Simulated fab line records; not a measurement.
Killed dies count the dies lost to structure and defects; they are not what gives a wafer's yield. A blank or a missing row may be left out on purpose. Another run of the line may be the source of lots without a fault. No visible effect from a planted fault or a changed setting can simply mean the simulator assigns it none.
Chamber matching / flow nand harc / cmp-02 running NHARC_P_M2_CMP_23: 3 sister chambers
The step polishes, t overpolish 20 s, target thk 144.3 nm. 3 wafers are shown with their chamber, then 5 later ones without.

EACH WAFER AND ITS CHAMBER
wafer=L085.4; chamber=0; motor current A (A)=14.1
wafer=L091.3; chamber=1; motor current A (A)=11.7
wafer=L091.4; chamber=3; motor current A (A)=12.0

WAFERS WITHOUT THEIR CHAMBER
wafer=L091.6; motor current A (A)=12.5
wafer=L093.3; motor current A (A)=13.6
wafer=L093.5; motor current A (A)=11.8
wafer=L094.1; motor current A (A)=12.3
wafer=L094.6; motor current A (A)=11.9

THE CHAMBER EACH PASSED THROUGH
wafer=L091.6; from the rows above=can't be placed: 3 or 1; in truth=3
wafer=L093.3; from the rows above=0; in truth=0
wafer=L093.5; from the rows above=can't be placed: 1 or 3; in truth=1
wafer=L094.1; from the rows above=can't be placed: 3 or 1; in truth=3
wafer=L094.6; from the rows above=can't be placed: 3 or 1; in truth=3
Placed correctly: 1 of 5. Cannot be placed on the basis of these rows: 4; the candidates contain the true chamber in 4. Number placed wrongly: 0.
How it was worked out, from the rows above alone: a wafer's distance from a chamber is the root of the sum, over the readings, of the square of ((its reading less the chamber's mean) divided by the reading's scatter). The wafer belongs to the nearest chamber; if the next one is less than 2 further off, it can't be placed. For every chamber, the mean is computed from those of its wafers that are shown. The scatter: with one shown wafer a chamber, the root of the mean of the squares of how far each hidden wafer lies from its nearest shown one.
